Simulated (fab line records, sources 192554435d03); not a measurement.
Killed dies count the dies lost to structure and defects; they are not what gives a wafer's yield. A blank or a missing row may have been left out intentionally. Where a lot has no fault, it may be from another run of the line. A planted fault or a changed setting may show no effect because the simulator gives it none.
Which tool is to blame? / flow n5_finfet / Sampling: 9 lots, 27 wafers, 6 of 1938 route steps

== WHAT THE GAUGES READ, wafer by wafer ==
N5_BEOL_M11_CD_MEAS_11: target cd 64.1 nm.
lot=L078; measured=day 11 16:29; on=cd_sem-02; cd_nm (nm)=64.1 64.5 64.3
lot=L081; measured=day 11 16:54; on=cd_sem-01; cd_nm (nm)=64.1 64.4 63.9
lot=L080; measured=day 12 01:32; on=cd_sem-01; cd_nm (nm)=63.1 62.9 63.1
lot=L083; measured=day 12 23:32; on=cd_sem-01; cd_nm (nm)=64.4 63.7 64.4
lot=L086; measured=day 13 05:53; on=cd_sem-01; cd_nm (nm)=64.6 64.7 63.6
lot=L088; measured=day 13 21:19; on=cd_sem-02; cd_nm (nm)=63.0 64.5 63.5
lot=L091; measured=day 14 08:30; on=cd_sem-01; cd_nm (nm)=63.3 63.1 63.7
lot=L095; measured=day 15 14:02; on=cd_sem-03; cd_nm (nm)=64.7 63.7 64.6
lot=L096; measured=day 15 21:22; on=cd_sem-02; cd_nm (nm)=62.9 63.8 64.2

== EACH LOT AND THE TOOL THAT RAN IT (in order: tool; ch and the chambers of the sampled wafers; start) ==
lot=L078; N5_BEOL_M9_STRIP_19=rie_diel-01 ch 0,2, day 10 21:58; N5_BEOL_M9_VIA_ETCH_34=rie_diel-03 ch 0,1, day 11 01:07; N5_BEOL_M9_PRE_CLEAN_45=pvd_sputter-02, day 11 02:09; N5_BEOL_M10_ETCH_61=rie_diel-04 ch 1,3, day 11 08:49; N5_BEOL_M10_ETCH_41=rie_diel-04 ch 0,2,3, day 11 16:29 or earlier
lot=L081; N5_BEOL_M9_STRIP_19=rie_diel-03 ch 0,3, day 11 05:20; N5_BEOL_M9_VIA_ETCH_34=rie_diel-03 ch 0,1,3, day 11 06:13; N5_BEOL_M9_PRE_CLEAN_45=pvd_sputter-01, day 11 07:05; N5_BEOL_M10_ETCH_61=rie_diel-06 ch 1,2,3, day 11 10:43; N5_BEOL_M10_ETCH_41=rie_diel-06 ch 1,3, day 11 16:54 or earlier
lot=L080; N5_BEOL_M9_STRIP_19=rie_diel-03 ch 0,1,2, day 11 09:13; N5_BEOL_M9_VIA_ETCH_34=rie_diel-03 ch 0,2,3, day 11 10:05; N5_BEOL_M9_PRE_CLEAN_45=pvd_sputter-01, day 11 11:20; N5_BEOL_M10_ETCH_61=rie_diel-04 ch 0,1,2, day 11 16:32; N5_BEOL_M10_ETCH_41=rie_diel-04 ch 0,1,3, day 12 01:32 or earlier
lot=L083; N5_BEOL_M9_STRIP_19=rie_diel-01 ch 0,2, day 12 10:51; N5_BEOL_M9_VIA_ETCH_34=rie_diel-02 ch 1,2, day 12 11:32; N5_BEOL_M9_PRE_CLEAN_45=pvd_sputter-03, day 12 12:22; N5_BEOL_M10_ETCH_61=rie_diel-04 ch 0,1, day 12 16:59; N5_BEOL_M10_ETCH_41=rie_diel-05 ch 0,2, day 12 23:32 or earlier
lot=L086; N5_BEOL_M9_STRIP_19=rie_diel-01 ch 0,2,3, day 12 16:26; N5_BEOL_M9_VIA_ETCH_34=rie_diel-02 ch 0,1,2, day 12 17:08; N5_BEOL_M9_PRE_CLEAN_45=pvd_sputter-02, day 12 18:00; N5_BEOL_M10_ETCH_61=rie_diel-06 ch 1,2,3, day 12 21:46; N5_BEOL_M10_ETCH_41=rie_diel-06 ch 0,1,2, day 13 05:53 or earlier
lot=L088; N5_BEOL_M9_STRIP_19=rie_diel-02 ch 0,2, day 13 05:49; N5_BEOL_M9_VIA_ETCH_34=rie_diel-03 ch 1,3, day 13 06:35; N5_BEOL_M9_PRE_CLEAN_45=pvd_sputter-01, day 13 07:38; N5_BEOL_M10_ETCH_61=rie_diel-06 ch 0,3, day 13 14:06; N5_BEOL_M10_ETCH_41=rie_diel-04 ch 2,3, day 13 21:19 or earlier
lot=L091; N5_BEOL_M9_STRIP_19=rie_diel-01 ch 0,1,3, day 13 15:03; N5_BEOL_M9_VIA_ETCH_34=rie_diel-02 ch 0,1,3, day 13 18:01; N5_BEOL_M9_PRE_CLEAN_45=pvd_sputter-01, day 13 19:09; N5_BEOL_M10_ETCH_61=rie_diel-06 ch 2,3, day 13 23:55; N5_BEOL_M10_ETCH_41=rie_diel-05 ch 1,2, day 14 08:30 or earlier
lot=L095; N5_BEOL_M9_STRIP_19=rie_diel-01 ch 0,1,2, day 14 21:36; N5_BEOL_M9_VIA_ETCH_34=rie_diel-03 ch 1,2,3, day 15 00:45; N5_BEOL_M9_PRE_CLEAN_45=pvd_sputter-03, day 15 01:36; N5_BEOL_M10_ETCH_61=rie_diel-05 ch 1,2, day 15 07:36; N5_BEOL_M10_ETCH_41=rie_diel-06 ch 2,3, day 15 14:02 or earlier
lot=L096; N5_BEOL_M9_STRIP_19=rie_diel-03 ch 0,2,3, day 15 04:55; N5_BEOL_M9_VIA_ETCH_34=rie_diel-03 ch 0,1,3, day 15 06:05; N5_BEOL_M9_PRE_CLEAN_45=pvd_sputter-01, day 15 07:04; N5_BEOL_M10_ETCH_61=rie_diel-04 ch 0,2,3, day 15 10:58; N5_BEOL_M10_ETCH_41=rie_diel-06 ch 1,3, day 15 21:22 or earlier
- N5_BEOL_M9_STRIP_19: strips in O2.
- N5_BEOL_M9_VIA_ETCH_34: etches SiCOH lowk in C4F6/O2, target depth 182.4 nm, time 68.4 s.
- N5_BEOL_M9_PRE_CLEAN_45: time 30 s.
- N5_BEOL_M10_ETCH_61: etches SiARC in CF4, target depth 39 nm, time 65 s.
- N5_BEOL_M10_ETCH_41: etches SiCN in CH3F/O2, target depth 42.6 nm, time 86 s.

== THE ANSWER, worked out from the rows above alone ==
Rule: what is usual is taken from the lots themselves. The widest of any qualifying gaps counts: lots, ordered by their means at a reading, are off when they make up no more than a third of the lots, leave a main group of 4 or more, and stand apart from it by 3 or more times the standard deviation of that group's means. The tables above print the reading to a certain number of digits; a main group whose means all agree to those digits is not used. Also off: a lot with no number at a reading for which 4 or more lots have one. The other lots that the step has rows for count as sound.
None of the lots is off at any reading shown; this tells nothing.

== WHAT THE SIMULATOR HAD INSERTED ==
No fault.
